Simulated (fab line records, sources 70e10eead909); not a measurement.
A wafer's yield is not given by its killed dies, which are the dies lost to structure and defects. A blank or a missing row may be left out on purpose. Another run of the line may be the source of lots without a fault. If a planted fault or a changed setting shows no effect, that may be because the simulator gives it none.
fab line records	flow nand-harc
[record] lots = 13	wafers = 39	last-day = 33
route steps=1302 shown P_GATE@143
lots untouched by any fault: they come from a run of this same line in which no faults occurred
start-h: start of the lot's first displayed wafer, in hours after the record's first day	wait-h: time in hours since the lot's previous step	" identical to the entry in the row above	L1.1+2: one row covering several wafers at once	- value missing, or start not given	* or withheld: withheld	< > ~ a bound
route shown NAME@n: names a module that has steps shown in the file, with the first one's number in the route	usual: mean/standard deviation taken from wafers without a fault	same: alike in all rows	chamber/n: place in a boat	sites: the reading at each site	_std_site: how widely they spread, as a standard deviation	_edge_site: mean of outer sites minus mean of inner sites	radius-mm: how far each site lies from the wafer's centre	mask NAME#n: copy n	behind: the tool/chamber that last shaped the wafer	hold: reason for holding the lot/hours on hold/outcome of the hold	device: the n, p or np transistor that did not switch	end of line: tests of these same wafers at the route's end	a step with no rows: only its recipe	killed: count of dies lost to structure and defects at first sort (not the wafer's yield)	map: the dies of a wafer, with x for killed, . for not killed, _ for no die there
set.NAME: the setting the step ran with; set.NAME@STEP: the setting that earlier step ran with	model.NAME: the simulator's own value behind a step, which no gauge read
steps of the route over a sample of lots; a table a step, a row a wafer
services: a tool's chamber out of use, with start hour (start-h, from the record's first day; less than 0 if before it), hours out, and reason
[[steps]]
[step NHARC_P_GATE_INSPECT_28]
[usual] raw-defect-count = 6/3
lot.wafer	tool	chamber	start-h	wait-h	raw-defect-count
L142.1	defect-inspect-02	-	95.05	0.0	8
L142.4	"	-	"	"	6
L142.6	"	-	"	"	5
L143.3	defect-inspect-02	-	107.03	0.0	5
L143.4	"	-	"	"	6
L143.5	"	-	"	"	6
L146.3	defect-inspect-02	-	133.27	0.0	6
L146.4	"	-	"	"	5
L146.6	"	-	"	"	6
L145.2	defect-inspect-02	-	133.94	0.0	4
L145.3	"	-	"	"	11
L145.4	"	-	"	"	8
L147.3	defect-inspect-02	-	147.66	0.0	7
L147.4	"	-	"	"	5
L147.5	"	-	"	"	5
L148.1	defect-inspect-02	-	154.31	0.0	6
L148.5	"	-	"	"	11
L148.6	"	-	"	"	2
L149.2	defect-inspect-02	-	164.55	0.0	7
L149.4	"	-	"	"	6
L149.5	"	-	"	"	6
L151.1	defect-inspect-01	-	179.91	0.0	3
L151.4	"	-	"	"	3
L151.5	"	-	"	"	7
L150.3	defect-inspect-01	-	180.07	0.0	4
L150.4	"	-	"	"	1
L150.6	"	-	"	"	1
L152.2	defect-inspect-01	-	192.17	0.0	4
L152.3	"	-	"	"	3
L152.5	"	-	"	"	8
L153.1	defect-inspect-01	-	204.60	0.0	6
L153.3	"	-	"	"	7
L153.4	"	-	"	"	4
L156.2	defect-inspect-02	-	243.95	0.0	7
L156.3	"	-	"	"	7
L156.6	"	-	"	"	2
L165.1	defect-inspect-01	-	326.95	0.0	2
L165.4	"	-	"	"	4
L165.5	"	-	"	"	4
[step NHARC_P_GATE_HM_OPEN_105]
[recipe] target-depth-a = 3600	o2-flow-sccm = 400	cos-flow-sccm = 20	ar-flow-sccm = 0	rf-w = 500	bias-w = 300	chemistry = O2/COS
[usual] drypump-motor-current-A = 6.0/0.5	o2-flow-sccm = 399.9/1.3	oes-product-au = 1.000/0.0071	rf-vpp-V = 467.7/2.5	showerhead-plenum-p-Torr = 3.15/0.11	throttle-valve-pct = 28.330/0.0086
lot.wafer	tool	chamber	start-h	wait-h	drypump-motor-current-A	o2-flow-sccm	oes-product-au	rf-hours-counter-h	rf-vpp-V	showerhead-plenum-p-Torr	throttle-valve-pct
L142.1	rie-diel-03	1	-	-	6.7	399.4	1.006	12	469.0	3.13	28.337
L142.4	"	1	"	"	6.7	399.3	1.009	-	467.8	3.13	28.319
L142.6	"	2	"	"	5.7	400.1	1.007	-	463.1	2.96	28.332
L143.3	rie-diel-12	2	-	-	6.5	401.0	1.025	2	471.1	3.30	28.334
L143.5	"	2	"	"	6.5	399.9	1.004	-	471.6	3.30	28.333
L143.4	"	0	"	"	4.7	398.0	1.007	-	466.9	3.10	28.339
L146.4	rie-diel-12	1	-	-	6.2	400.5	0.995	3	470.8	3.19	28.321
L146.3	"	3	"	"	5.9	401.1	0.995	3	466.2	3.12	28.344
L146.6	"	2	"	"	6.5	398.1	0.993	-	470.6	3.30	28.333
L145.4	rie-diel-03	0	-	-	6.0	401.0	0.993	2	467.7	3.10	28.321
L145.2	"	1	"	"	6.7	400.2	1.006	2	466.7	3.13	28.317
L145.3	"	2	"	"	5.7	400.4	1.004	2	464.9	2.96	28.330
L147.3	rie-diel-07	0	-	-	6.4	398.7	0.994	2	470.3	3.27	28.337
L147.4	"	2	"	"	5.7	399.5	1.003	1	470.1	3.20	28.334
L147.5	"	3	"	"	5.9	399.4	0.984	-	467.7	3.17	28.327
L148.1	rie-diel-07	3	-	-	5.9	399.2	0.998	1	469.6	3.17	28.328
L148.5	"	1	"	"	6.5	399.6	1.010	-	470.9	3.30	28.341
L148.6	"	2	"	"	5.7	400.3	1.001	-	468.6	3.20	28.329
L149.4	rie-diel-07	2	-	-	5.7	401.5	1.000	2	469.3	3.20	28.336
L149.2	"	3	"	"	5.9	399.4	0.997	1	468.5	3.17	28.328
L149.5	"	1	"	"	6.5	400.1	1.009	-	471.2	3.30	28.331
L151.1	rie-diel-03	0	-	-	6.0	399.7	1.012	6	465.9	3.10	28.328
L151.4	"	1	"	"	6.7	398.5	1.012	4	468.3	3.12	28.326
L151.5	"	3	"	"	6.0	398.5	1.003	-	464.3	2.94	28.326
L150.3	rie-diel-07	2	-	-	5.7	399.8	1.003	2	468.7	3.20	28.333
L150.4	"	3	"	"	5.9	401.8	0.991	2	467.7	3.17	28.332
L150.6	"	1	"	"	6.5	399.2	1.000	-	471.3	3.30	28.325
L152.3	rie-diel-07	0	-	-	6.4	401.0	1.000	3	469.2	3.27	28.337
L152.2	"	1	"	"	6.5	401.9	0.996	3	469.6	3.30	28.320
L152.5	"	3	"	"	5.9	401.2	0.992	-	468.6	3.17	28.304
L153.1	rie-diel-07	3	-	-	5.9	398.9	1.004	3	467.8	3.17	28.323
L153.4	"	0	"	"	6.4	399.7	1.014	4	471.0	3.27	28.338
L153.3	"	1	"	"	6.5	398.1	1.006	4	471.0	3.30	28.337
L156.2	rie-diel-07	0	-	-	6.4	398.6	1.006	6	468.9	3.27	28.334
L156.3	"	1	"	"	6.5	399.0	0.996	7	470.9	3.30	28.326
L156.6	"	2	"	"	5.7	400.3	1.007	-	469.5	3.20	28.329
L165.4	rie-diel-03	2	-	-	5.7	397.0	1.000	2	463.0	2.95	28.337
L165.1	"	1	"	"	6.7	401.1	1.001	2	466.6	3.12	28.331
L165.5	"	2	"	"	5.7	398.3	1.004	-	463.7	2.95	28.343
[step NHARC_P_GATE_STRIP_108]
[recipe] o2-flow-sccm = 500	ar-flow-sccm = 0	bias-w = 0	chemistry = O2
[usual] drypump-motor-current-A = 6.0/0.56	o2-flow-sccm = 500.0/1.4	oes-product-au = 1.001/0.0064	rf-vpp-V = 57.8/0.91	showerhead-plenum-p-Torr = 3.56/0.12	throttle-valve-pct = 17.038/0.0099
lot.wafer	tool	chamber	start-h	wait-h	drypump-motor-current-A	o2-flow-sccm	oes-product-au	rf-hours-counter-h	rf-vpp-V	showerhead-plenum-p-Torr	throttle-valve-pct
L142.1	rie-diel-03	1	96.28	-	6.7	498.9	1.000	12	57.7	3.53	17.041
L142.6	"	0	"	"	6.0	499.3	0.990	-	58.2	3.51	17.033
L142.4	"	1	"	"	6.8	501.3	1.004	-	59.1	3.53	17.045
L143.3	rie-diel-12	2	107.80	-	6.5	500.7	1.005	2	57.6	3.73	17.035
L143.4	"	2	"	"	6.5	498.8	1.010	-	58.9	3.73	17.036
L143.5	"	3	"	"	5.9	502.1	1.008	-	57.3	3.52	17.036
L146.4	rie-diel-12	3	133.98	-	5.9	498.4	1.000	3	57.5	3.52	17.039
L146.3	"	0	"	"	4.8	498.2	1.002	3	58.2	3.50	17.034
L146.6	"	1	"	"	6.2	498.3	1.006	-	57.1	3.60	17.044
L145.3	rie-diel-12	0	134.62	-	4.7	500.9	1.013	3	57.4	3.50	17.044
L145.2	"	1	"	"	6.2	500.1	1.017	3	57.2	3.60	17.030
L145.4	"	2	"	"	6.5	498.8	1.010	3	58.6	3.73	17.047
L147.4	rie-diel-07	2	148.34	-	5.7	500.1	1.008	1	56.0	3.61	17.029
L147.3	"	1	"	"	6.5	499.9	1.009	2	57.6	3.73	17.049
L147.5	"	3	"	"	5.9	498.9	0.999	-	58.8	3.59	17.029
L148.1	rie-diel-12	3	155.04	-	5.9	500.5	0.991	3	58.3	3.52	17.046
L148.6	"	2	"	"	6.5	502.6	1.003	-	59.2	3.73	17.041
L148.5	"	1	"	"	6.2	499.4	0.992	-	60.2	3.60	17.038
L149.4	rie-diel-07	1	165.25	-	6.5	498.8	0.998	2	58.1	3.73	17.040
L149.2	"	3	"	"	5.9	499.4	0.999	1	58.7	3.59	17.037
L149.5	"	1	"	"	6.5	498.4	1.001	-	58.9	3.73	17.039
L151.4	rie-diel-12	1	180.62	-	6.2	501.6	1.001	6	58.1	3.60	17.037
L151.1	"	2	"	"	6.5	496.5	0.999	6	56.4	3.73	17.035
L151.5	"	2	"	"	6.5	501.4	0.997	-	59.1	3.73	17.046
L150.3	rie-diel-07	1	180.77	-	6.5	496.4	1.000	3	58.9	3.73	17.028
L150.4	"	2	"	"	5.7	502.4	1.010	2	60.3	3.61	17.038
L150.6	"	0	"	"	6.4	500.5	1.017	-	58.4	3.69	17.022
L152.2	rie-diel-03	3	192.88	-	6.0	501.1	0.995	4	56.6	3.33	17.040
L152.3	"	0	"	"	6.0	500.9	0.999	6	59.2	3.50	17.045
L152.5	"	2	"	"	5.7	497.3	1.004	-	56.7	3.34	17.034
L153.3	rie-diel-12	2	205.28	-	6.5	500.4	1.001	8	56.4	3.73	17.054
L153.1	"	0	"	"	4.8	499.3	1.004	7	58.6	3.50	17.044
L153.4	"	0	"	"	4.7	499.7	1.004	-	56.5	3.50	17.044
L156.3	rie-diel-03	3	244.66	-	6.0	503.4	1.006	8	57.3	3.33	17.044
L156.2	"	0	"	"	6.0	499.8	1.000	10	57.5	3.50	17.040
L156.6	"	1	"	"	6.8	502.3	0.990	-	56.7	3.53	17.044
L165.1	rie-diel-12	1	327.73	-	6.2	497.8	1.007	4	60.0	3.59	17.040
L165.4	"	0	"	"	4.7	501.3	1.000	4	58.0	3.49	17.049
L165.5	"	2	"	"	6.5	499.7	1.005	-	57.1	3.72	17.037
[step NHARC_P_GATE_EXPOSE_56]
[recipe] na = 0.6	target-cd-nm = 720	dose-mj = 14.81	mask-id = P_PSD
[usual] exposure-dose-mJ-cm2 = 14.812/0.015
lot.wafer	tool	chamber	start-h	wait-h	mask	exposure-dose-mJ-cm2
L142.1	krf-scanner-02	0	108.96	-	P_PSD#0	14.804
L142.4	"	0	"	"	P_PSD#0	14.809
L142.6	"	0	"	"	P_PSD#0	14.811
L143.3	krf-scanner-03	0	120.67	-	P_PSD#0	14.827
L143.4	"	0	"	"	P_PSD#0	14.825
L143.5	"	0	"	"	P_PSD#0	14.820
L146.3	krf-scanner-04	0	146.71	-	P_PSD#0	14.815
L146.4	"	0	"	"	P_PSD#0	14.781
L146.6	"	0	"	"	P_PSD#0	14.796
L145.2	krf-scanner-04	0	147.21	-	P_PSD#0	14.804
L145.3	"	0	"	"	P_PSD#0	14.819
L145.4	"	0	"	"	P_PSD#0	14.808
L147.3	krf-scanner-02	0	163.05	-	P_PSD#0	14.801
L147.4	"	0	"	"	P_PSD#0	14.819
L147.5	"	0	"	"	P_PSD#0	14.829
L148.1	krf-scanner-04	0	167.73	-	P_PSD#0	14.816
L148.5	"	0	"	"	P_PSD#0	14.830
L148.6	"	0	"	"	P_PSD#0	14.823
L149.2	krf-scanner-04	0	177.84	-	P_PSD#0	14.816
L149.4	"	0	"	"	P_PSD#0	14.811
L149.5	"	0	"	"	P_PSD#0	14.840
L151.1	krf-scanner-03	0	193.17	-	P_PSD#0	14.789
L151.4	"	0	"	"	P_PSD#0	14.797
L151.5	"	0	"	"	P_PSD#0	14.798
L150.3	krf-scanner-04	0	193.58	-	P_PSD#0	14.806
L150.4	"	0	"	"	P_PSD#0	14.810
L150.6	"	0	"	"	P_PSD#0	14.821
L152.2	krf-scanner-03	0	205.61	-	P_PSD#0	14.786
L152.3	"	0	"	"	P_PSD#0	14.834
L152.5	"	0	"	"	P_PSD#0	14.807
L153.1	krf-scanner-03	0	217.96	-	P_PSD#0	14.814
L153.3	"	0	"	"	P_PSD#0	14.809
L153.4	"	0	"	"	P_PSD#0	14.830
L156.2	krf-scanner-03	0	257.39	-	P_HVN#0	14.820
L156.3	"	0	"	"	P_HVN#0	14.834
L156.6	"	0	"	"	P_HVN#0	14.818
L165.1	krf-scanner-03	0	340.58	-	P_PSD#0	14.836
L165.4	"	0	"	"	P_PSD#0	14.839
L165.5	"	0	"	"	P_PSD#0	14.821
[step NHARC_P_GATE_CD_MEAS_59]
[recipe] target-cd-nm = 720	landing-energy-ev = 500
[usual] cd-nm = 720.5/1.5
lot.wafer	tool	chamber	start-h	wait-h	cd-nm
L142.1	cd-sem-01	0	109.12	-	719.2
L142.4	"	0	"	"	719.7
L142.6	"	0	"	"	720.7
L143.3	cd-sem-01	0	120.82	-	719.4
L143.4	"	0	"	"	719.9
L143.5	"	0	"	"	720.0
L146.3	cd-sem-01	0	146.85	-	719.5
L146.4	"	0	"	"	719.8
L146.6	"	0	"	"	717.9
L145.2	cd-sem-01	0	147.36	-	718.9
L145.3	"	0	"	"	717.4
L145.4	"	0	"	"	719.2
L147.3	cd-sem-03	0	163.20	-	720.8
L147.4	"	0	"	"	720.3
L147.5	"	0	"	"	719.1
L148.1	cd-sem-03	0	167.89	-	723.6
L148.5	"	0	"	"	722.8
L148.6	"	0	"	"	721.7
L149.2	cd-sem-02	0	177.99	-	720.1
L149.4	"	0	"	"	722.3
L149.5	"	0	"	"	721.9
L151.1	cd-sem-03	0	193.32	-	719.3
L151.4	"	0	"	"	718.8
L151.5	"	0	"	"	718.4
L150.3	cd-sem-02	0	193.73	-	720.8
L150.4	"	0	"	"	721.9
L150.6	"	0	"	"	722.2
L152.2	cd-sem-02	0	205.77	-	720.6
L152.3	"	0	"	"	722.0
L152.5	"	0	"	"	719.1
L153.1	cd-sem-03	0	218.12	-	717.7
L153.3	"	0	"	"	717.4
L153.4	"	0	"	"	718.0
L156.2	cd-sem-02	0	257.55	-	-
L156.3	"	0	"	"	-
L156.6	"	0	"	"	-
L165.1	cd-sem-02	0	340.74	-	721.2
L165.4	"	0	"	"	719.7
L165.5	"	0	"	"	722.5
[[services]]
tool	chamber	start-h	hours	kind
rie-diel-12	-	91.40	9.0	pm
rie-diel-07	0	101.16	8.5	repair
rie-diel-03	-	104.30	9.0	pm
rie-diel-12	1	106.97	8.4	repair
rie-diel-07	3	110.31	12.4	repair
rie-diel-07	-	117.20	9.0	pm
rie-diel-03	3	130.39	3.5	repair
krf-scanner-03	-	138.16	36.7	repair
rie-diel-07	3	143.69	3.9	repair
rie-diel-03	1	149.36	15.5	repair
krf-scanner-04	-	150.84	0.8	repair
rie-diel-12	0	154.96	13.8	repair
krf-scanner-04	-	182.00	4.0	pm
rie-diel-12	1	190.87	25.7	repair
krf-scanner-04	-	210.95	0.5	repair
krf-scanner-03	-	224.00	4.0	pm
rie-diel-12	-	268.40	9.0	pm
rie-diel-03	-	281.30	9.0	pm
rie-diel-07	-	294.20	9.0	pm
rie-diel-12	-	303.82	0.9	repair
rie-diel-07	2	306.39	11.2	repair
rie-diel-03	1	321.44	3.8	repair
rie-diel-07	2	323.13	7.8	repair
rie-diel-07	-	330.06	0.1	repair
[[key]]
[first-sign] step = NHARC_P_GATE_EXPOSE_56	reading = mask	direction = changed
[effect] step = NHARC_P_GATE_CD_MEAS_59	reading = cd-nm	direction = missing
met-at NHARC_P_GATE_EXPOSE_56
struck-lots L156
later-rows-left-out L156.2,L156.3,L156.6
sort-left-out L156.2,L156.3,L156.6
tester-left-out L156
not-acting-at NHARC_P_GATE_INSPECT_28,NHARC_P_GATE_HM_OPEN_105,NHARC_P_GATE_STRIP_108
onset-between 217.96 257.39
[fault] kind = wrong-mask	tool = any	chamber = -	onset-h = 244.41	steps = NHARC_P_GATE_EXPOSE_56	aux-copy = P_HVN#0	scope = struck-lots-only
// tester-left-out: of these lots the tester's yield and bins aren't shown, on N5 and GAA mostly nor the transistor test; their killed dies are dies lost to structure and defects alone, not to doping, threshold or leakage, so they don't give the yield
// sort-left-out: the simulated sort isn't trusted on such a fault, so these wafers' sort isn't shown, and their yield isn't known
// later-rows-left-out: the simulator's readings of these wafers behind a module that went badly wrong aren't trusted and aren't shown, but for the sort
